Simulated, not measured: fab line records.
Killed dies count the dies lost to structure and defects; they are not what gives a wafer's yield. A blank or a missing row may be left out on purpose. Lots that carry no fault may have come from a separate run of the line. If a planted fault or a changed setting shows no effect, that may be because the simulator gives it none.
fab line records || flow n5Finfet || part 2 of 2: steps 19 to 27 of 27
record {"lots": 5, "wafers": 15, "lastDay": 16}
route steps=1938 shown BEOL_M0_CUTY@702 BEOL_M0@715
lots that met no fault: taken from a fault-free run of the same line
startH: hours from the record's first day to the start of the lot's first wafer shown || waitH: how many hours have passed since the lot's step before this one || " unchanged from the row above || L1.1+2: a single row standing in for several wafers || - no value, or no start given || * or withheld: withheld || < > ~ a bound
route shown NAME@n: a module of which the file shows steps, and the number in the route of the first || usual: the fault-free wafers' mean and standard deviation || same: alike in all rows || chamber/n: place in a boat || sites: readings site by site || _std_site: the values' standard deviation || _edge_site: inner sites' mean taken away from outer sites' mean || radiusMm: for every site, how far away it sits from the centre of the wafer || mask NAME#n: copy n || behind: the last tool/chamber to shape the wafer || hold: what put the lot on hold/how long, in hours/how the hold closed || device: names the non-switching transistor (n, p or np) || end of line: the same wafers' tests at the end of the route || for a step that has no rows: nothing shown but its recipe || killed: the dies lost at the first sort to structure and to defects; this is not the yield of the wafer || map: a wafer's dies, x killed, . not, _ none there
set.NAME: the setting the step ran with; set.NAME@STEP: the setting that earlier step ran with || model.NAME: the simulator's own value behind a step, which no gauge read
a table for each step, a row for each wafer; lots at some steps of the route
services: from which hour (startH, from the record's first day; less than 0 if before it) a tool's chamber was out of use, for how many hours, and why
## steps
# step N5_BEOL_M0_ETCH_128
# recipe {"chemistry": "CF4/N2", "targetDepthA": 120, "overetchA": 51, "target": "SiCN", "timeS": 21.4, "ionEnergyEv": 150, "pressureMtorr": 40, "sourceW": 430, "biasW": 70, "Ar_flow_sccm": 100, "cf4FlowSccm": 60, "n2FlowSccm": 60}
# usual {"cf4FlowSccm": "60.00/0.17", "drypumpMotorCurrentA": "5.9/0.41", "oesProductAu": "0.51/0.052", "rfVppV": "381.9/1.8", "showerheadPlenumPTorr": "2.19/0.07", "throttleValvePct": "15.46/0.19"}
{"lot.wafer": "L079.1", "tool": "rieDiel-03", "chamber": 3, "startH": 145.28, "waitH": 0.1, "cf4FlowSccm": 59.98, "drypumpMotorCurrentA": 5.9, "oesProductAu": 0.49, "rfHoursCounterH": 183, "rfVppV": 381.8, "showerheadPlenumPTorr": 2.20, "throttleValvePct": 15.26}
{"lot.wafer": "L079.4", "tool": "rieDiel-03", "chamber": 2, "startH": 145.28, "waitH": 0.1, "cf4FlowSccm": 60.12, "drypumpMotorCurrentA": 5.4, "oesProductAu": 0.46, "rfHoursCounterH": 229, "rfVppV": 380.7, "showerheadPlenumPTorr": 2.17, "throttleValvePct": 15.49}
{"lot.wafer": "L079.5", "tool": "rieDiel-03", "chamber": 0, "startH": 145.28, "waitH": 0.1, "cf4FlowSccm": 59.99, "drypumpMotorCurrentA": 6.3, "oesProductAu": 0.47, "rfHoursCounterH": "-", "rfVppV": 382.5, "showerheadPlenumPTorr": 2.17, "throttleValvePct": 15.62}
{"lot.wafer": "L083.1", "tool": "rieDiel-05", "chamber": 1, "startH": 171.59, "waitH": 0.4, "cf4FlowSccm": 59.72, "drypumpMotorCurrentA": 5.2, "oesProductAu": 0.49, "rfHoursCounterH": 219, "rfVppV": 383.9, "showerheadPlenumPTorr": 2.26, "throttleValvePct": 15.71}
{"lot.wafer": "L083.2", "tool": "rieDiel-05", "chamber": 0, "startH": 171.59, "waitH": 0.4, "cf4FlowSccm": 60.00, "drypumpMotorCurrentA": 5.7, "oesProductAu": 0.50, "rfHoursCounterH": 219, "rfVppV": 385.0, "showerheadPlenumPTorr": 2.27, "throttleValvePct": 15.37}
{"lot.wafer": "L083.6", "tool": "rieDiel-05", "chamber": 0, "startH": 171.59, "waitH": 0.4, "cf4FlowSccm": 59.66, "drypumpMotorCurrentA": 5.8, "oesProductAu": 0.49, "rfHoursCounterH": "-", "rfVppV": 384.1, "showerheadPlenumPTorr": 2.27, "throttleValvePct": 15.36}
{"lot.wafer": "L090.3", "tool": "rieDiel-03", "chamber": 1, "startH": 215.88, "waitH": 0.0, "cf4FlowSccm": 60.26, "drypumpMotorCurrentA": 6.3, "oesProductAu": 0.53, "rfHoursCounterH": 133, "rfVppV": 380.8, "showerheadPlenumPTorr": 2.21, "throttleValvePct": 15.43}
{"lot.wafer": "L090.4", "tool": "rieDiel-03", "chamber": 0, "startH": 215.88, "waitH": 0.0, "cf4FlowSccm": 60.07, "drypumpMotorCurrentA": 6.3, "oesProductAu": 0.47, "rfHoursCounterH": "-", "rfVppV": 381.5, "showerheadPlenumPTorr": 2.17, "throttleValvePct": 15.67}
{"lot.wafer": "L090.5", "tool": "rieDiel-03", "chamber": 1, "startH": 215.88, "waitH": 0.0, "cf4FlowSccm": 60.05, "drypumpMotorCurrentA": 6.3, "oesProductAu": 0.53, "rfHoursCounterH": "-", "rfVppV": 381.6, "showerheadPlenumPTorr": 2.21, "throttleValvePct": 15.46}
{"lot.wafer": "L091.2", "tool": "rieDiel-02", "chamber": 0, "startH": 219.05, "waitH": 0.0, "cf4FlowSccm": 60.31, "drypumpMotorCurrentA": 6.4, "oesProductAu": 0.51, "rfHoursCounterH": 162, "rfVppV": 377.7, "showerheadPlenumPTorr": 2.03, "throttleValvePct": 15.57}
{"lot.wafer": "L091.4", "tool": "rieDiel-02", "chamber": 2, "startH": 219.05, "waitH": 0.0, "cf4FlowSccm": 60.09, "drypumpMotorCurrentA": 5.8, "oesProductAu": 0.66, "rfHoursCounterH": 4, "rfVppV": 381.4, "showerheadPlenumPTorr": 2.17, "throttleValvePct": 15.21}
{"lot.wafer": "L091.6", "tool": "rieDiel-02", "chamber": 1, "startH": 219.05, "waitH": 0.0, "cf4FlowSccm": 60.05, "drypumpMotorCurrentA": 5.4, "oesProductAu": 0.49, "rfHoursCounterH": "-", "rfVppV": 382.0, "showerheadPlenumPTorr": 2.29, "throttleValvePct": 15.37}
{"lot.wafer": "L092.3", "tool": "rieDiel-02", "chamber": 0, "startH": 231.98, "waitH": 0.0, "cf4FlowSccm": 59.97, "drypumpMotorCurrentA": 6.4, "oesProductAu": 0.49, "rfHoursCounterH": 167, "rfVppV": 376.6, "showerheadPlenumPTorr": 2.03, "throttleValvePct": 15.58}
{"lot.wafer": "L092.4", "tool": "rieDiel-02", "chamber": 2, "startH": 231.98, "waitH": 0.0, "cf4FlowSccm": 59.97, "drypumpMotorCurrentA": 5.8, "oesProductAu": 0.64, "rfHoursCounterH": 10, "rfVppV": 381.0, "showerheadPlenumPTorr": 2.16, "throttleValvePct": 15.23}
{"lot.wafer": "L092.5", "tool": "rieDiel-02", "chamber": 2, "startH": 231.98, "waitH": 0.0, "cf4FlowSccm": 59.84, "drypumpMotorCurrentA": 5.7, "oesProductAu": 0.63, "rfHoursCounterH": "-", "rfVppV": 381.9, "showerheadPlenumPTorr": 2.16, "throttleValvePct": 15.21}
# step N5_BEOL_M0_TRENCH_ETCH_107
# recipe {"chemistry": "C4F6/O2", "targetDepthA": 328, "target": "SiOC", "timeS": 16.4, "ionEnergyEv": 250, "pressureMtorr": 30, "sourceW": 355, "biasW": 185, "Ar_flow_sccm": 300, "C4F6_flow_sccm": 10, "O2_flow_sccm": 10}
# usual {"drypumpMotorCurrentA": "5.9/0.4", "oes_ar_750_au": "0.75/0.069", "oes_o_777_au": "0.74/0.065", "oesProductAu": "0.75/0.075", "rfVppV": "665/15", "showerheadPlenumPTorr": "2.84/0.092", "throttleValvePct": "20.89/0.17"}
{"lot.wafer": "L079.1", "tool": "rieDiel-03", "chamber": 3, "startH": 145.33, "waitH": 0.0, "drypumpMotorCurrentA": 5.9, "oes_ar_750_au": 0.74, "oes_o_777_au": 0.73, "oesProductAu": 0.74, "rfHoursCounterH": 183, "rfVppV": 647, "showerheadPlenumPTorr": 2.84, "throttleValvePct": 20.65}
{"lot.wafer": "L079.4", "tool": "rieDiel-03", "chamber": 2, "startH": 145.33, "waitH": 0.0, "drypumpMotorCurrentA": 5.5, "oes_ar_750_au": 0.69, "oes_o_777_au": 0.69, "oesProductAu": 0.68, "rfHoursCounterH": 229, "rfVppV": 649, "showerheadPlenumPTorr": 2.81, "throttleValvePct": 20.86}
{"lot.wafer": "L079.5", "tool": "rieDiel-03", "chamber": 0, "startH": 145.33, "waitH": 0.0, "drypumpMotorCurrentA": 6.3, "oes_ar_750_au": 0.69, "oes_o_777_au": 0.70, "oesProductAu": 0.67, "rfHoursCounterH": "-", "rfVppV": 661, "showerheadPlenumPTorr": 2.80, "throttleValvePct": 20.92}
{"lot.wafer": "L083.1", "tool": "rieDiel-05", "chamber": 1, "startH": 171.63, "waitH": 0.0, "drypumpMotorCurrentA": 5.2, "oes_ar_750_au": 0.71, "oes_o_777_au": 0.74, "oesProductAu": 0.71, "rfHoursCounterH": 219, "rfVppV": 667, "showerheadPlenumPTorr": 2.93, "throttleValvePct": 21.13}
{"lot.wafer": "L083.2", "tool": "rieDiel-05", "chamber": 0, "startH": 171.63, "waitH": 0.0, "drypumpMotorCurrentA": 5.8, "oes_ar_750_au": 0.71, "oes_o_777_au": 0.74, "oesProductAu": 0.70, "rfHoursCounterH": 219, "rfVppV": 668, "showerheadPlenumPTorr": 2.93, "throttleValvePct": 20.75}
{"lot.wafer": "L083.6", "tool": "rieDiel-05", "chamber": 0, "startH": 171.63, "waitH": 0.0, "drypumpMotorCurrentA": 5.8, "oes_ar_750_au": 0.71, "oes_o_777_au": 0.73, "oesProductAu": 0.71, "rfHoursCounterH": "-", "rfVppV": 667, "showerheadPlenumPTorr": 2.93, "throttleValvePct": 20.74}
{"lot.wafer": "L090.3", "tool": "rieDiel-03", "chamber": 1, "startH": 215.92, "waitH": 0.0, "drypumpMotorCurrentA": 6.3, "oes_ar_750_au": 0.77, "oes_o_777_au": 0.76, "oesProductAu": 0.76, "rfHoursCounterH": 133, "rfVppV": 647, "showerheadPlenumPTorr": 2.87, "throttleValvePct": 20.97}
{"lot.wafer": "L090.4", "tool": "rieDiel-03", "chamber": 0, "startH": 215.92, "waitH": 0.0, "drypumpMotorCurrentA": 6.3, "oes_ar_750_au": 0.67, "oes_o_777_au": 0.68, "oesProductAu": 0.66, "rfHoursCounterH": "-", "rfVppV": 658, "showerheadPlenumPTorr": 2.79, "throttleValvePct": 20.96}
{"lot.wafer": "L090.5", "tool": "rieDiel-03", "chamber": 1, "startH": 215.92, "waitH": 0.0, "drypumpMotorCurrentA": 6.3, "oes_ar_750_au": 0.76, "oes_o_777_au": 0.77, "oesProductAu": 0.76, "rfHoursCounterH": "-", "rfVppV": 648, "showerheadPlenumPTorr": 2.87, "throttleValvePct": 20.96}
{"lot.wafer": "L091.2", "tool": "rieDiel-02", "chamber": 0, "startH": 219.10, "waitH": 0.0, "drypumpMotorCurrentA": 6.3, "oes_ar_750_au": 0.74, "oes_o_777_au": 0.74, "oesProductAu": 0.73, "rfHoursCounterH": 162, "rfVppV": 670, "showerheadPlenumPTorr": 2.62, "throttleValvePct": 21.00}
{"lot.wafer": "L091.4", "tool": "rieDiel-02", "chamber": 2, "startH": 219.10, "waitH": 0.0, "drypumpMotorCurrentA": 5.8, "oes_ar_750_au": 0.93, "oes_o_777_au": 0.93, "oesProductAu": 0.96, "rfHoursCounterH": 4, "rfVppV": 694, "showerheadPlenumPTorr": 2.79, "throttleValvePct": 20.73}
{"lot.wafer": "L091.6", "tool": "rieDiel-02", "chamber": 1, "startH": 219.10, "waitH": 0.0, "drypumpMotorCurrentA": 5.4, "oes_ar_750_au": 0.71, "oes_o_777_au": 0.69, "oesProductAu": 0.72, "rfHoursCounterH": "-", "rfVppV": 678, "showerheadPlenumPTorr": 2.97, "throttleValvePct": 20.87}
{"lot.wafer": "L092.3", "tool": "rieDiel-02", "chamber": 0, "startH": 232.02, "waitH": 0.0, "drypumpMotorCurrentA": 6.4, "oes_ar_750_au": 0.74, "oes_o_777_au": 0.73, "oesProductAu": 0.73, "rfHoursCounterH": 167, "rfVppV": 670, "showerheadPlenumPTorr": 2.62, "throttleValvePct": 21.01}
{"lot.wafer": "L092.4", "tool": "rieDiel-02", "chamber": 2, "startH": 232.02, "waitH": 0.0, "drypumpMotorCurrentA": 5.8, "oes_ar_750_au": 0.91, "oes_o_777_au": 0.90, "oesProductAu": 0.94, "rfHoursCounterH": 10, "rfVppV": 696, "showerheadPlenumPTorr": 2.79, "throttleValvePct": 20.70}
{"lot.wafer": "L092.5", "tool": "rieDiel-02", "chamber": 2, "startH": 232.02, "waitH": 0.0, "drypumpMotorCurrentA": 5.8, "oes_ar_750_au": 0.91, "oes_o_777_au": 0.92, "oesProductAu": 0.95, "rfHoursCounterH": "-", "rfVppV": 695, "showerheadPlenumPTorr": 2.79, "throttleValvePct": 20.72}
# step N5_BEOL_M0_STRIP_142
# recipe {"chemistry": "N2/H2", "timeS": 10, "powerW": 450, "tempC": 40, "pressureMtorr": 20, "rfFrequencyHz": 6e+07, "biasPowerW": 7, "n2FlowSccm": 200, "h2FlowSccm": 200}
# usual {"drypumpMotorCurrentA": "5.9/0.41", "oesProductAu": "0.74/0.077", "rfVppV": "59.2/0.84", "showerheadPlenumPTorr": "2.52/0.084", "throttleValvePct": "23.60/0.2"}
{"lot.wafer": "L079.1", "tool": "rieDiel-03", "chamber": 3, "startH": 145.35, "waitH": 0.0, "drypumpMotorCurrentA": 6.0, "oesProductAu": 0.73, "rfHoursCounterH": 183, "rfVppV": 59.1, "showerheadPlenumPTorr": 2.54, "throttleValvePct": 23.40}
{"lot.wafer": "L079.4", "tool": "rieDiel-03", "chamber": 2, "startH": 145.35, "waitH": 0.0, "drypumpMotorCurrentA": 5.4, "oesProductAu": 0.68, "rfHoursCounterH": 229, "rfVppV": 59.7, "showerheadPlenumPTorr": 2.49, "throttleValvePct": 23.62}
{"lot.wafer": "L079.5", "tool": "rieDiel-03", "chamber": 0, "startH": 145.35, "waitH": 0.0, "drypumpMotorCurrentA": 6.3, "oesProductAu": 0.67, "rfHoursCounterH": "-", "rfVppV": 58.4, "showerheadPlenumPTorr": 2.51, "throttleValvePct": 23.60}
{"lot.wafer": "L083.1", "tool": "rieDiel-05", "chamber": 1, "startH": 171.65, "waitH": 0.0, "drypumpMotorCurrentA": 5.2, "oesProductAu": 0.70, "rfHoursCounterH": 219, "rfVppV": 59.4, "showerheadPlenumPTorr": 2.61, "throttleValvePct": 23.65}
{"lot.wafer": "L083.2", "tool": "rieDiel-05", "chamber": 0, "startH": 171.65, "waitH": 0.0, "drypumpMotorCurrentA": 5.8, "oesProductAu": 0.70, "rfHoursCounterH": 219, "rfVppV": 59.6, "showerheadPlenumPTorr": 2.61, "throttleValvePct": 23.54}
{"lot.wafer": "L083.6", "tool": "rieDiel-05", "chamber": 0, "startH": 171.65, "waitH": 0.0, "drypumpMotorCurrentA": 5.8, "oesProductAu": 0.70, "rfHoursCounterH": "-", "rfVppV": 58.7, "showerheadPlenumPTorr": 2.61, "throttleValvePct": 23.53}
{"lot.wafer": "L090.3", "tool": "rieDiel-03", "chamber": 1, "startH": 215.94, "waitH": 0.0, "drypumpMotorCurrentA": 6.3, "oesProductAu": 0.76, "rfHoursCounterH": 133, "rfVppV": 59.4, "showerheadPlenumPTorr": 2.53, "throttleValvePct": 23.50}
{"lot.wafer": "L090.4", "tool": "rieDiel-03", "chamber": 0, "startH": 215.94, "waitH": 0.0, "drypumpMotorCurrentA": 6.3, "oesProductAu": 0.65, "rfHoursCounterH": "-", "rfVppV": 57.7, "showerheadPlenumPTorr": 2.50, "throttleValvePct": 23.65}
{"lot.wafer": "L090.5", "tool": "rieDiel-03", "chamber": 1, "startH": 215.94, "waitH": 0.0, "drypumpMotorCurrentA": 6.4, "oesProductAu": 0.76, "rfHoursCounterH": "-", "rfVppV": 58.8, "showerheadPlenumPTorr": 2.53, "throttleValvePct": 23.49}
{"lot.wafer": "L091.2", "tool": "rieDiel-02", "chamber": 0, "startH": 219.12, "waitH": 0.0, "drypumpMotorCurrentA": 6.4, "oesProductAu": 0.73, "rfHoursCounterH": 162, "rfVppV": 59.7, "showerheadPlenumPTorr": 2.33, "throttleValvePct": 23.64}
{"lot.wafer": "L091.4", "tool": "rieDiel-02", "chamber": 2, "startH": 219.12, "waitH": 0.0, "drypumpMotorCurrentA": 5.8, "oesProductAu": 0.95, "rfHoursCounterH": 4, "rfVppV": 59.2, "showerheadPlenumPTorr": 2.48, "throttleValvePct": 23.55}
{"lot.wafer": "L091.6", "tool": "rieDiel-02", "chamber": 1, "startH": 219.12, "waitH": 0.0, "drypumpMotorCurrentA": 5.4, "oesProductAu": 0.72, "rfHoursCounterH": "-", "rfVppV": 58.3, "showerheadPlenumPTorr": 2.64, "throttleValvePct": 23.69}
{"lot.wafer": "L092.3", "tool": "rieDiel-02", "chamber": 0, "startH": 232.04, "waitH": 0.0, "drypumpMotorCurrentA": 6.4, "oesProductAu": 0.73, "rfHoursCounterH": 167, "rfVppV": 58.3, "showerheadPlenumPTorr": 2.33, "throttleValvePct": 23.64}
{"lot.wafer": "L092.4", "tool": "rieDiel-02", "chamber": 2, "startH": 232.04, "waitH": 0.0, "drypumpMotorCurrentA": 5.8, "oesProductAu": 0.94, "rfHoursCounterH": 10, "rfVppV": 59.6, "showerheadPlenumPTorr": 2.48, "throttleValvePct": 23.55}
{"lot.wafer": "L092.5", "tool": "rieDiel-02", "chamber": 2, "startH": 232.04, "waitH": 0.0, "drypumpMotorCurrentA": 5.8, "oesProductAu": 0.93, "rfHoursCounterH": "-", "rfVppV": 59.6, "showerheadPlenumPTorr": 2.48, "throttleValvePct": 23.55}
# step N5_BEOL_M0_OCD_MEAS_108
# usual {"trenchDepthNm": "32.8/0.64"}
{"lot.wafer": "L079.1", "tool": "ocd-02", "chamber": "-", "startH": 145.43, "waitH": 0.1, "trenchDepthNm": 33.3}
{"lot.wafer": "L079.4", "tool": "ocd-02", "chamber": "-", "startH": 145.43, "waitH": 0.1, "trenchDepthNm": 33.2}
{"lot.wafer": "L079.5", "tool": "ocd-02", "chamber": "-", "startH": 145.43, "waitH": 0.1, "trenchDepthNm": 32.4}
{"lot.wafer": "L083.1", "tool": "ocd-02", "chamber": "-", "startH": 171.73, "waitH": 0.1, "trenchDepthNm": 33.0}
{"lot.wafer": "L083.2", "tool": "ocd-02", "chamber": "-", "startH": 171.73, "waitH": 0.1, "trenchDepthNm": 32.7}
{"lot.wafer": "L083.6", "tool": "ocd-02", "chamber": "-", "startH": 171.73, "waitH": 0.1, "trenchDepthNm": 33.3}
{"lot.wafer": "L090.3", "tool": "ocd-02", "chamber": "-", "startH": 216.03, "waitH": 0.1, "trenchDepthNm": 32.8}
{"lot.wafer": "L090.4", "tool": "ocd-02", "chamber": "-", "startH": 216.03, "waitH": 0.1, "trenchDepthNm": 32.9}
{"lot.wafer": "L090.5", "tool": "ocd-02", "chamber": "-", "startH": 216.03, "waitH": 0.1, "trenchDepthNm": 32.8}
{"lot.wafer": "L091.2", "tool": "ocd-01", "chamber": "-", "startH": 219.20, "waitH": 0.1, "trenchDepthNm": 32.6}
{"lot.wafer": "L091.4", "tool": "ocd-01", "chamber": "-", "startH": 219.20, "waitH": 0.1, "trenchDepthNm": 34.0}
{"lot.wafer": "L091.6", "tool": "ocd-01", "chamber": "-", "startH": 219.20, "waitH": 0.1, "trenchDepthNm": 32.2}
{"lot.wafer": "L092.3", "tool": "ocd-02", "chamber": "-", "startH": 232.14, "waitH": 0.1, "trenchDepthNm": 33.1}
{"lot.wafer": "L092.4", "tool": "ocd-02", "chamber": "-", "startH": 232.14, "waitH": 0.1, "trenchDepthNm": 34.0}
{"lot.wafer": "L092.5", "tool": "ocd-02", "chamber": "-", "startH": 232.14, "waitH": 0.1, "trenchDepthNm": 34.1}
# step N5_BEOL_M0_HM_STRIP_129
# recipe {"chemistry": "peroxideTinStrip", "material": "TiN", "targetDepthA": 170, "tempC": 50, "timeS": 108}
{"lot.wafer": "L079.1+4+5", "tool": "wetBench-03", "chamber": "4,2,1", "startH": 145.46, "waitH": 0.0}
{"lot.wafer": "L083.1+2+6", "tool": "wetBench-01", "chamber": "4,0,6", "startH": 171.77, "waitH": 0.0}
{"lot.wafer": "L090.3+4+5", "tool": "wetBench-06", "chamber": "4,7,0", "startH": 216.06, "waitH": 0.0}
{"lot.wafer": "L091.2+4+6", "tool": "wetBench-03", "chamber": "5,0,6", "startH": 219.23, "waitH": 0.0}
{"lot.wafer": "L092.3+4+5", "tool": "wetBench-01", "chamber": "2,7,5", "startH": 232.17, "waitH": 0.0}
# step N5_BEOL_M0_SRD_130
# recipe {"timeS": 30, "tempC": 23, "rinseLiquid": "diw", "dry": "ipaMarangoni"}
{"lot.wafer": "L079.1+4+5", "tool": "wetBench-03", "chamber": "4,2,1", "startH": 145.50, "waitH": 0.0}
{"lot.wafer": "L083.1+2+6", "tool": "wetBench-01", "chamber": "4,0,6", "startH": 171.80, "waitH": 0.0}
{"lot.wafer": "L090.3+4+5", "tool": "wetBench-06", "chamber": "4,7,0", "startH": 216.09, "waitH": 0.0}
{"lot.wafer": "L091.2+4+6", "tool": "wetBench-03", "chamber": "5,0,6", "startH": 219.27, "waitH": 0.0}
{"lot.wafer": "L092.3+4+5", "tool": "wetBench-01", "chamber": "2,7,5", "startH": 232.21, "waitH": 0.0}
# step N5_BEOL_M0_ETCH_109
# recipe {"chemistry": "CH3F/O2", "targetDepthA": 80, "overetchA": 24, "target": "SiCN", "timeS": 27.4, "ionEnergyEv": 120, "pressureMtorr": 30, "sourceW": 395, "biasW": 75, "Ar_flow_sccm": 150, "CH3F_flow_sccm": 30, "O2_flow_sccm": 20}
# usual {"drypumpMotorCurrentA": "5.8/0.44", "oesProductAu": "0.65/0.078", "rfVppV": "297.5/1.5", "showerheadPlenumPTorr": "2.01/0.066", "throttleValvePct": "16.34/0.24"}
{"lot.wafer": "L079.1", "tool": "rieDiel-03", "chamber": 1, "startH": 145.57, "waitH": 0.1, "drypumpMotorCurrentA": 6.3, "oesProductAu": 0.68, "rfHoursCounterH": 108, "rfVppV": 298.3, "showerheadPlenumPTorr": 2.02, "throttleValvePct": 16.36}
{"lot.wafer": "L079.4", "tool": "rieDiel-03", "chamber": 2, "startH": 145.57, "waitH": 0.1, "drypumpMotorCurrentA": 5.5, "oesProductAu": 0.59, "rfHoursCounterH": 229, "rfVppV": 297.0, "showerheadPlenumPTorr": 1.97, "throttleValvePct": 16.37}
{"lot.wafer": "L079.5", "tool": "rieDiel-03", "chamber": 2, "startH": 145.57, "waitH": 0.1, "drypumpMotorCurrentA": 5.5, "oesProductAu": 0.59, "rfHoursCounterH": "-", "rfVppV": 297.0, "showerheadPlenumPTorr": 1.97, "throttleValvePct": 16.36}
{"lot.wafer": "L083.1", "tool": "rieDiel-02", "chamber": 0, "startH": 171.97, "waitH": 0.2, "drypumpMotorCurrentA": 6.3, "oesProductAu": 0.64, "rfHoursCounterH": 144, "rfVppV": 292.8, "showerheadPlenumPTorr": 1.84, "throttleValvePct": 16.45}
{"lot.wafer": "L083.2", "tool": "rieDiel-02", "chamber": 1, "startH": 171.97, "waitH": 0.2, "drypumpMotorCurrentA": 5.4, "oesProductAu": 0.63, "rfHoursCounterH": 181, "rfVppV": 298.5, "showerheadPlenumPTorr": 2.09, "throttleValvePct": 16.27}
{"lot.wafer": "L083.6", "tool": "rieDiel-02", "chamber": 3, "startH": 171.97, "waitH": 0.2, "drypumpMotorCurrentA": 5.9, "oesProductAu": 0.73, "rfHoursCounterH": "-", "rfVppV": 296.6, "showerheadPlenumPTorr": 1.94, "throttleValvePct": 16.29}
{"lot.wafer": "L090.3", "tool": "rieDiel-05", "chamber": 1, "startH": 216.13, "waitH": 0.0, "drypumpMotorCurrentA": 5.1, "oesProductAu": 0.59, "rfHoursCounterH": 228, "rfVppV": 297.2, "showerheadPlenumPTorr": 2.06, "throttleValvePct": 16.67}
{"lot.wafer": "L090.4", "tool": "rieDiel-05", "chamber": 3, "startH": 216.13, "waitH": 0.0, "drypumpMotorCurrentA": 6.5, "oesProductAu": 0.59, "rfHoursCounterH": 216, "rfVppV": 298.3, "showerheadPlenumPTorr": 2.07, "throttleValvePct": 16.66}
{"lot.wafer": "L090.5", "tool": "rieDiel-05", "chamber": 0, "startH": 216.13, "waitH": 0.0, "drypumpMotorCurrentA": 5.7, "oesProductAu": 0.60, "rfHoursCounterH": "-", "rfVppV": 298.7, "showerheadPlenumPTorr": 2.06, "throttleValvePct": 16.29}
{"lot.wafer": "L091.2", "tool": "rieDiel-02", "chamber": 3, "startH": 219.31, "waitH": 0.0, "drypumpMotorCurrentA": 5.9, "oesProductAu": 0.71, "rfHoursCounterH": 62, "rfVppV": 296.1, "showerheadPlenumPTorr": 1.93, "throttleValvePct": 16.34}
{"lot.wafer": "L091.4", "tool": "rieDiel-02", "chamber": 1, "startH": 219.31, "waitH": 0.0, "drypumpMotorCurrentA": 5.3, "oesProductAu": 0.62, "rfHoursCounterH": 200, "rfVppV": 297.8, "showerheadPlenumPTorr": 2.09, "throttleValvePct": 16.30}
{"lot.wafer": "L091.6", "tool": "rieDiel-02", "chamber": 1, "startH": 219.31, "waitH": 0.0, "drypumpMotorCurrentA": 5.4, "oesProductAu": 0.62, "rfHoursCounterH": "-", "rfVppV": 300.2, "showerheadPlenumPTorr": 2.09, "throttleValvePct": 16.32}
{"lot.wafer": "L092.3", "tool": "rieDiel-02", "chamber": 3, "startH": 232.25, "waitH": 0.0, "drypumpMotorCurrentA": 6.0, "oesProductAu": 0.70, "rfHoursCounterH": 68, "rfVppV": 296.7, "showerheadPlenumPTorr": 1.93, "throttleValvePct": 16.33}
{"lot.wafer": "L092.4", "tool": "rieDiel-02", "chamber": 2, "startH": 232.25, "waitH": 0.0, "drypumpMotorCurrentA": 5.8, "oesProductAu": 0.79, "rfHoursCounterH": 10, "rfVppV": 296.9, "showerheadPlenumPTorr": 1.96, "throttleValvePct": 16.12}
{"lot.wafer": "L092.5", "tool": "rieDiel-02", "chamber": 1, "startH": 232.25, "waitH": 0.0, "drypumpMotorCurrentA": 5.5, "oesProductAu": 0.62, "rfHoursCounterH": "-", "rfVppV": 298.4, "showerheadPlenumPTorr": 2.08, "throttleValvePct": 16.32}
# step N5_BEOL_M0_STRIP_139
# recipe {"chemistry": "postEtchResidueRemover", "timeS": 60, "tempC": 25, "removerPh": "withheld", "removerWaterWtPct": "withheld", "removerFluorideWtPct": "withheld"}
{"lot.wafer": "L079.1+4+5", "tool": "wetBench-06", "chamber": "4,1,2", "startH": 145.67, "waitH": 0.1}
{"lot.wafer": "L083.1+2+6", "tool": "wetBench-01", "chamber": "1,5,3", "startH": 172.09, "waitH": 0.1}
{"lot.wafer": "L090.3+4+5", "tool": "wetBench-06", "chamber": "4,3,5", "startH": 216.24, "waitH": 0.1}
{"lot.wafer": "L091.2+4+6", "tool": "wetBench-01", "chamber": "2,4,5", "startH": 219.41, "waitH": 0.1}
{"lot.wafer": "L092.3+4+5", "tool": "wetBench-03", "chamber": "7,5,0", "startH": 232.36, "waitH": 0.1}
# step N5_BEOL_M0_SRD_111
# recipe {"timeS": 30, "tempC": 23, "rinseLiquid": "diw", "dry": "ipaMarangoni"}
{"lot.wafer": "L079.1+4+5", "tool": "wetBench-06", "chamber": "4,1,2", "startH": 145.69, "waitH": 0.0}
{"lot.wafer": "L083.1+2+6", "tool": "wetBench-01", "chamber": "1,5,3", "startH": 172.11, "waitH": 0.0}
{"lot.wafer": "L090.3+4+5", "tool": "wetBench-06", "chamber": "4,3,5", "startH": 216.26, "waitH": 0.0}
{"lot.wafer": "L091.2+4+6", "tool": "wetBench-01", "chamber": "2,4,5", "startH": 219.43, "waitH": 0.0}
{"lot.wafer": "L092.3+4+5", "tool": "wetBench-03", "chamber": "7,5,0", "startH": 232.38, "waitH": 0.0}
## services
{"tool": "wetBench-03", "chamber": "-", "startH": 126.52, "hours": 0.6, "kind": "repair"}
{"tool": "rieDiel-05", "chamber": 1, "startH": 141.45, "hours": 1.7, "kind": "repair"}
{"tool": "wetBench-06", "chamber": "-", "startH": 145.97, "hours": 24.5, "kind": "repair"}
{"tool": "arfiScanner-02", "chamber": "-", "startH": 149.29, "hours": 1.3, "kind": "pm"}
{"tool": "wetBench-03", "chamber": "-", "startH": 150.44, "hours": 1.5, "kind": "repair"}
{"tool": "arfiScanner-03", "chamber": "-", "startH": 155.32, "hours": 3.1, "kind": "pm"}
{"tool": "arfiScanner-03", "chamber": "-", "startH": 159.46, "hours": 9.0, "kind": "repair"}
{"tool": "arfiScanner-03", "chamber": "-", "startH": 173.58, "hours": 0.8, "kind": "pm"}
{"tool": "arfiScanner-03", "chamber": "-", "startH": 174.61, "hours": 1.5, "kind": "repair"}
{"tool": "rieMetal-02", "chamber": "-", "startH": 176.93, "hours": 2.8, "kind": "pm"}
{"tool": "rieMetal-02", "chamber": 0, "startH": 181.74, "hours": 5.7, "kind": "repair"}
{"tool": "rieMetal-02", "chamber": 1, "startH": 183.45, "hours": 6.3, "kind": "repair"}
{"tool": "arfiScanner-02", "chamber": "-", "startH": 188.28, "hours": 1.0, "kind": "pm"}
{"tool": "arfiScanner-01", "chamber": "-", "startH": 196.53, "hours": 1.3, "kind": "pm"}
{"tool": "rieDiel-03", "chamber": 2, "startH": 203.59, "hours": "-", "kind": "clean"}
{"tool": "rieDiel-03", "chamber": 2, "startH": 203.59, "hours": "-", "kind": "consumableReplace:focusRing"}
{"tool": "rieDiel-03", "chamber": 2, "startH": 203.59, "hours": 17.8, "kind": "scheduledDown"}
{"tool": "rieDiel-03", "chamber": 2, "startH": 203.59, "hours": 17.8, "kind": "ventCycle"}
{"tool": "arfiScanner-01", "chamber": "-", "startH": 205.89, "hours": 1.0, "kind": "pm"}
{"tool": "rieDiel-03", "chamber": 1, "startH": 217.32, "hours": 3.5, "kind": "repair"}
{"tool": "rieDiel-03", "chamber": 0, "startH": 221.39, "hours": "-", "kind": "clean"}
{"tool": "rieDiel-03", "chamber": 0, "startH": 221.39, "hours": "-", "kind": "consumableReplace:focusRing"}
{"tool": "arfiScanner-01", "chamber": "-", "startH": 221.87, "hours": 1.1, "kind": "repair"}
{"tool": "arfiScanner-01", "chamber": "-", "startH": 225.94, "hours": 0.6, "kind": "repair"}
